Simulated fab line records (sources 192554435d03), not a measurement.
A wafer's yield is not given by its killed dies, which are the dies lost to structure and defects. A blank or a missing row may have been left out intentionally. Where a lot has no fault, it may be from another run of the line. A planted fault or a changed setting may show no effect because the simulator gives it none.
Chamber matching + flow n5 finfet + N5_BEOL_M11_DESCUM_33 on rie diel-05: 4 sister chambers
The step chemistry O2, time 7.9 s. 20 wafers are shown with their chamber, then 10 later ones without.

== WAFERS, EACH WITH ITS CHAMBER ==
| wafer  | chamber | drypump motor current A (A) | throttle valve pct (%) | oes product au (a.u.) |
|--------|---------|-----------------------------|------------------------|-----------------------|
| L074.2 | 3       | 6.8                         | 20.42                  | 0.77                  |
| L074.5 | 3       | 6.8                         | 20.43                  | 0.76                  |
| L074.6 | 0       | 4.7                         | 20.18                  | 0.86                  |
| L079.1 | 3       | 6.8                         | 20.43                  | 0.75                  |
| L079.4 | 2       | 6.2                         | 20.67                  | 0.70                  |
| L079.6 | 2       | 6.2                         | 20.66                  | 0.70                  |
| L083.1 | 1       | 6.0                         | 20.41                  | 0.92                  |
| L083.2 | 3       | 6.8                         | 20.44                  | 0.74                  |
| L083.4 | 2       | 6.2                         | 20.68                  | 0.70                  |
| L084.3 | 0       | 4.7                         | 20.20                  | 0.84                  |
| L084.5 | 3       | 6.7                         | 20.45                  | 0.75                  |
| L084.6 | 0       | 4.7                         | 20.21                  | 0.84                  |
| L085.2 | 3       | 6.8                         | 20.46                  | 0.74                  |
| L085.4 | 0       | 4.8                         | 20.20                  | 0.82                  |
| L085.6 | 3       | 6.7                         | 20.43                  | 0.74                  |
| L086.1 | 0       | 4.7                         | 20.23                  | 0.84                  |
| L086.2 | 2       | 6.3                         | 20.68                  | 0.69                  |
| L086.4 | 3       | 6.8                         | 20.48                  | 0.74                  |
| L087.2 | 0       | 4.7                         | 20.21                  | 0.83                  |
| L087.5 | 0       | 4.7                         | 20.21                  | 0.83                  |

SIGNATURES, as means of the wafers listed above
| reading                 | chamber 0 | chamber 1 | chamber 2 | chamber 3 | scatter within a chamber |
|-------------------------|-----------|-----------|-----------|-----------|--------------------------|
| drypump motor current A | 4.714     | 6.000     | 6.225     | 6.775     | 0.0441                   |
| throttle valve pct      | 20.2057   | 20.4100   | 20.6725   | 20.4425   | 0.0166                   |
| oes product au          | 0.8371    | 0.9200    | 0.6975    | 0.7488    | 0.0109                   |
Rule: a wafer's distance from a chamber is the root of the sum, over the readings, of the square of ((its reading less the chamber's mean) divided by the reading's scatter). If the next closest chamber is less than 2 further off than the closest, the wafer can't be placed; otherwise it belongs to the closest. How the scatter is found: for the shown wafers, subtract from each reading the mean of its chamber, square and add these, divide the total by (wafers less chambers), then take the root.

== WAFERS WITH NO CHAMBER GIVEN ==
| wafer  | drypump motor current A (A) | throttle valve pct (%) | oes product au (a.u.) |
|--------|-----------------------------|------------------------|-----------------------|
| L087.6 | 6.8                         | 20.44                  | 0.75                  |
| L091.4 | 4.7                         | 20.22                  | 0.82                  |
| L091.5 | 6.8                         | 20.46                  | 0.74                  |
| L091.6 | 4.7                         | 20.22                  | 0.81                  |
| L095.1 | 6.8                         | 20.48                  | 0.74                  |
| L095.3 | 4.8                         | 20.23                  | 0.81                  |
| L095.4 | 6.2                         | 20.70                  | 0.68                  |
| L094.2 | 4.7                         | 20.25                  | 0.81                  |
| L094.3 | 6.7                         | 20.48                  | 0.72                  |
| L094.4 | 6.0                         | 20.43                  | 0.86                  |

== EACH ONE'S CHAMBER ==
| wafer  | from the rows above | in truth |
|--------|---------------------|----------|
| L087.6 | 3                   | 3        |
| L091.4 | 0                   | 0        |
| L091.5 | 3                   | 3        |
| L091.6 | 0                   | 0        |
| L095.1 | 3                   | 3        |
| L095.3 | 0                   | 0        |
| L095.4 | 2                   | 2        |
| L094.2 | 0                   | 0        |
| L094.3 | 3                   | 3        |
| L094.4 | 1                   | 1        |
Placed correctly: 10 of 10. Not placeable from these rows: 0. 0 placed wrongly.
